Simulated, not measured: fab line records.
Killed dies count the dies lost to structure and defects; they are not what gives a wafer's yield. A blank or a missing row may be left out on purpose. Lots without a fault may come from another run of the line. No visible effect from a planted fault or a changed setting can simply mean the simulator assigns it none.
The tool behind it: which one?	flow n5-finfet	72 wafers from 24 lots sampled at 5 of the route's 1938 steps

== WHAT THE GAUGES SHOWED, per wafer ==
N5_BEOL_M3_THK_MEAS_01. Usual: M3_ILD_THK 78.8 nm, standard deviation 1.
lot	measured	on	M3_ILD_THK (nm)	flag
L074	day 7 00:52	film-metro-02	78.2 80.2 79.7	
L075	day 7 04:46	film-metro-01	79.2 79.2 79.7	
L076	day 7 14:44	film-metro-01	78.6 78.8 79.6	
L077	day 7 17:58	film-metro-01	77.7 77.4 78.9	
L079	day 8 05:16	film-metro-02	77.0 77.9 79.6	
L078	day 8 07:16	film-metro-01	78.7 80.2 80.0	
L080	day 8 10:25	film-metro-02	77.5 77.1 78.1	
L081	day 8 22:27	film-metro-01	79.0 78.4 79.8	
L082	day 9 06:37	film-metro-01	77.3 77.7 77.6	
L083	day 9 13:59	film-metro-02	80.2 78.9 79.9	
L084	day 9 22:35	film-metro-01	79.2 80.6 79.6	
L085	day 10 02:42	film-metro-02	78.6 79.5 78.5	
L086	day 10 05:52	film-metro-02	77.9 76.2 76.6	
L087	day 10 08:21	film-metro-02	78.6 78.4 79.7	
L088	day 10 11:21	film-metro-02	78.3 79.9 79.2	
L090	day 11 01:54	film-metro-01	79.1 80.7 80.5	
L089	day 11 03:25	film-metro-02	77.1 77.6 80.0	
L091	day 11 08:11	film-metro-02	78.7 79.9 79.8	
L092	day 11 10:16	film-metro-02	77.4 77.1 79.3	
L094	day 12 02:19	film-metro-01	77.8 78.5 78.7	
L093	day 12 05:01	film-metro-01	79.4 80.5 79.8	
L095	day 12 15:53	film-metro-01	78.1 77.6 78.7	
L096	day 12 18:37	film-metro-02	78.4 79.9 80.0	
L097	day 12 20:45	film-metro-02	79.3 80.5 81.5	

N5_BEOL_M3_CD_MEAS_11: target cd 17.05 nm. Usual: 17.09 nm for cd-nm, sd 0.26.
lot	measured	on	cd-nm (nm)	flag
L074	day 7 02:56	cd-sem-02	17.08 17.08 17.16	
L075	day 7 07:32	cd-sem-01	16.82 16.98 17.16	
L076	day 7 16:04	cd-sem-03	17.05 17.03 16.95	
L077	day 7 20:10	cd-sem-03	17.66 17.52 17.19	
L079	day 8 06:28	cd-sem-02	17.02 16.96 17.18	
L078	day 8 08:52	cd-sem-03	16.97 17.18 17.16	
L080	day 8 14:35	cd-sem-01	17.32 16.88 17.22	
L081	day 8 23:29	cd-sem-02	17.10 16.88 16.91	
L082	day 9 09:23	cd-sem-03	17.11 17.16 16.65	
L083	day 9 18:19	cd-sem-03	16.90 17.30 17.39	
L084	day 10 02:11	cd-sem-03	16.96 17.15 17.15	
L085	day 10 03:25	cd-sem-03	17.30 17.28 17.76	
L086	day 10 07:53	cd-sem-03	16.95 17.23 17.09	
L087	day 10 08:50	cd-sem-02	16.74 16.71 17.04	
L088	day 10 13:47	cd-sem-02	17.20 17.33 16.93	
L090	day 11 04:01	cd-sem-01	17.11 16.85 16.79	
L089	day 11 04:49	cd-sem-01	17.34 16.73 16.83	
L091	day 11 08:50	cd-sem-01	16.89 17.50 17.01	
L092	day 11 12:49	cd-sem-03	17.23 17.18 16.90	
L094	day 12 05:16	cd-sem-01	16.98 16.76 17.23	
L093	day 12 05:58	cd-sem-03	17.16 17.08 17.45	
L095	day 12 16:40	cd-sem-01	16.97 17.29 17.34	
L096	day 12 20:10	cd-sem-01	16.64 16.97 16.95	
L097	day 12 22:58	cd-sem-03	17.00 16.68 17.20	

== EACH LOT AND THE TOOL THAT RAN IT (in order: tool; ch and the chambers of the sampled wafers; start) ==
lot	N5_BEOL_M2_VIA_ETCH_34	N5_BEOL_M2_ALD_84	N5_BEOL_M2_SPUTTER_92
L074	rie-diel-02 ch 0,1,3, day 6 20:16	ald-metal-02 ch 0,1,2, day 6 21:16	pvd-sputter-03, day 6 23:14
L075	rie-diel-02 ch 0,1,2, day 6 23:44	ald-metal-01 ch 0,1, day 7 00:51	pvd-sputter-02, day 7 02:55
L076	rie-diel-06 ch 1,2,3, day 7 10:27	ald-metal-04 ch 1,2,3, day 7 11:11	pvd-sputter-01, day 7 12:59
L077	rie-diel-02 ch 0,2,3, day 7 13:34	ald-metal-01 ch 0,1,3, day 7 14:28	pvd-sputter-01, day 7 16:20
L079	rie-diel-06 ch 0,2,3, day 8 00:47	ald-metal-04 ch 0,2, day 8 01:40	pvd-sputter-01, day 8 03:38
L078	rie-diel-05 ch 0,1, day 8 01:07	ald-metal-04 ch 0,1, day 8 01:53	pvd-sputter-01, day 8 05:33
L080	rie-diel-02 ch 1,2, day 8 05:49	ald-metal-04 ch 0,2,3, day 8 06:38	pvd-sputter-03, day 8 08:40
L081	rie-diel-02 ch 0,1, day 8 15:53	ald-metal-02 ch 0,2, day 8 17:05	pvd-sputter-03, day 8 20:38
L082	rie-diel-06 ch 0,1,2, day 9 02:24	ald-metal-04 ch 0,1, day 9 03:06	pvd-sputter-01, day 9 05:00
L083	rie-diel-06 ch 1,2,3, day 9 09:37	ald-metal-02 ch 0,1,2, day 9 10:28	pvd-sputter-03, day 9 12:20
L084	rie-diel-05 ch 0,1,3, day 9 17:39	ald-metal-01 ch 0,1, day 9 18:29	pvd-sputter-01, day 9 20:21
L085	rie-diel-02 ch 1,2, day 9 20:39	ald-metal-02 ch 1,3, day 9 21:31	pvd-sputter-03, day 10 01:03
L086	rie-diel-05 ch 1,2,3, day 10 01:36	ald-metal-04 ch 0,1,3, day 10 02:10	pvd-sputter-01, day 10 04:13
L087	rie-diel-06 ch 0,1,2, day 10 03:57	ald-metal-01 ch 0,1,2, day 10 04:52	pvd-sputter-02, day 10 06:40
L088	rie-diel-05 ch 1,2,3, day 10 06:57	ald-metal-02 ch 1,2,3, day 10 07:52	pvd-sputter-02, day 10 09:41
L090	rie-diel-05 ch 1,3, day 10 21:25	ald-metal-04 ch 0,2, day 10 21:59	pvd-sputter-02, day 10 23:58
L089	rie-diel-05 ch 1,2, day 10 22:46	ald-metal-04 ch 0,1,2, day 10 23:56	pvd-sputter-03, day 11 01:47
L091	rie-diel-05 ch 1,3, day 11 03:07	ald-metal-01 ch 0,1,2, day 11 04:26	pvd-sputter-03, day 11 06:34
L092	rie-diel-05 ch 1,3, day 11 04:55	ald-metal-01 ch 0,1,2, day 11 05:44	pvd-sputter-03, day 11 08:38
L094	rie-diel-05 ch 0,1,2, day 11 20:53	ald-metal-02 ch 0,2,3, day 11 21:56	pvd-sputter-01, day 12 00:08
L093	rie-diel-05 ch 0,1, day 12 00:19	ald-metal-02 ch 0,2,3, day 12 01:07	pvd-sputter-03, day 12 02:58
L095	rie-diel-02 ch 1,2,3, day 12 09:46	ald-metal-02 ch 0,2,3, day 12 10:37	pvd-sputter-03, day 12 14:16
L096	rie-diel-06 ch 0,1, day 12 14:12	ald-metal-01 ch 0,2,3, day 12 15:08	pvd-sputter-01, day 12 16:59
L097	rie-diel-06 ch 1,2,3, day 12 16:06	ald-metal-02 ch 0,1, day 12 17:21	pvd-sputter-01, day 12 19:08
- N5_BEOL_M2_VIA_ETCH_34: etches the open film in C4F6/O2, target depth 69.4 nm, time 65.9 s.
- N5_BEOL_M2_ALD_84: deposits TaN, pulse time 2 s, purge time 3 s, co reactant purge time 2 s.
- N5_BEOL_M2_SPUTTER_92: material Cu, target thk 4.5 nm, time 8.29 s.

== WHAT THE TOOLS THEMSELVES READ (means of the sampled wafers that have a number; where no wafer has one, the mark that the record gives instead) ==
N5_BEOL_M2_VIA_ETCH_34. Usual: drypump-motor-current-A 5.7 A, standard deviation 0.47; oes-product-au 0.79 a.u., standard deviation 0.091; rf-vpp-V 671 V, standard deviation 6.9; showerhead-plenum-p-Torr 2.88 Torr, standard deviation 0.1; throttle-valve-pct 30.71 %, standard deviation 0.28.
lot	tool	drypump-motor-current-A (A)	oes-product-au (a.u.)	rf-vpp-V (V)	showerhead-plenum-p-Torr (Torr)	throttle-valve-pct (%)	flag
L074	rie-diel-02	6.3	0.76	671	2.87	30.44	
L075	rie-diel-02	6.3	0.78	673	2.92	30.42	
L076	rie-diel-06	5.6	0.77	669	2.81	31.02	
L077	rie-diel-02	6.0	0.72	674	2.85	30.55	
L079	rie-diel-06	5.6	0.76	666	2.84	30.91	
L078	rie-diel-05	5.7	0.89	669	2.81	30.57	
L080	rie-diel-02	6.1	0.76	675	2.95	30.50	
L081	rie-diel-02	6.4	0.77	671	2.88	30.39	
L082	rie-diel-06	5.6	0.79	666	2.84	31.07	
L083	rie-diel-06	5.6	0.85	671	2.91	30.93	
L084	rie-diel-05	5.3	0.80	672	2.86	30.69	
L085	rie-diel-02	6.1	0.74	675	2.94	30.50	
L086	rie-diel-05	5.2	0.80	674	2.93	30.77	
L087	rie-diel-06	5.6	0.77	666	2.84	31.07	
L088	rie-diel-05	5.2	0.79	674	2.93	30.76	
L090	rie-diel-05	4.9	0.72	674	2.90	30.82	
L089	rie-diel-05	5.3	0.83	678	2.91	30.93	
L091	rie-diel-05	5.1	0.76	678	2.88	30.95	
L092	rie-diel-05	5.1	0.76	678	2.88	30.95	
L094	rie-diel-05	5.6	0.84	672	2.88	30.68	
L093	rie-diel-05	5.4	0.82	676	2.83	30.85	
L095	rie-diel-02	6.1	0.80	673	2.88	30.45	
L096	rie-diel-06	5.8	0.92	662	2.86	30.91	
L097	rie-diel-06	5.6	0.80	672	2.90	30.97	

N5_BEOL_M2_ALD_84. Usual: 417 W for heater-power-w, sd 34.
lot	tool	heater-power-w (W)	flag
L074	ald-metal-02	399	
L075	ald-metal-01	424	
L076	ald-metal-04	449	
L077	ald-metal-01	412	
L079	ald-metal-04	436	
L078	ald-metal-04	451	
L080	ald-metal-04	443	
L081	ald-metal-02	399	
L082	ald-metal-04	446	
L083	ald-metal-02	397	
L084	ald-metal-01	423	
L085	ald-metal-02	400	
L086	ald-metal-04	444	
L087	ald-metal-01	435	
L088	ald-metal-02	400	
L090	ald-metal-04	440	
L089	ald-metal-04	444	
L091	ald-metal-01	434	
L092	ald-metal-01	434	
L094	ald-metal-02	393	
L093	ald-metal-02	392	
L095	ald-metal-02	390	
L096	ald-metal-01	422	
L097	ald-metal-02	390	

N5_BEOL_M2_SPUTTER_92. Usual: 30.1 % for throttle-valve-pct, sd 0.77.
lot	tool	throttle-valve-pct (%)	flag
L074	pvd-sputter-03	30.5	
L075	pvd-sputter-02	29.3	
L076	pvd-sputter-01	31.3	
L077	pvd-sputter-01	30.6	
L079	pvd-sputter-01	30.4	
L078	pvd-sputter-01	31.0	
L080	pvd-sputter-03	30.1	
L081	pvd-sputter-03	30.5	
L082	pvd-sputter-01	30.8	
L083	pvd-sputter-03	30.1	
L084	pvd-sputter-01	30.3	
L085	pvd-sputter-03	30.3	
L086	pvd-sputter-01	30.1	
L087	pvd-sputter-02	29.3	
L088	pvd-sputter-02	29.3	
L090	pvd-sputter-02	29.1	
L089	pvd-sputter-03	30.3	
L091	pvd-sputter-03	29.9	
L092	pvd-sputter-03	30.0	
L094	pvd-sputter-01	30.5	
L093	pvd-sputter-03	30.4	
L095	pvd-sputter-03	30.3	
L096	pvd-sputter-01	30.8	
L097	pvd-sputter-01	29.9	

== THE ANSWER, worked out from the rows above alone ==
Rule: take the mean of a lot's wafers that have a number; if it is more than 3 standard deviations from the usual mean, the lot is off. Also off: a lot with no number at a reading for which 4 or more lots have one. The other lots that the step has rows for count as sound. The gauges are gone through in route order, then the tools' own readings, and for those a lot's mean is taken as printed above. At the first step where some lot is off, the reading lying furthest off is the one used; lots without a number count as furthest.
Across all readings shown, no lot is off: no conclusion can be drawn from this.

== WHAT HAD BEEN PUT IN BY THE SIMULATOR ==
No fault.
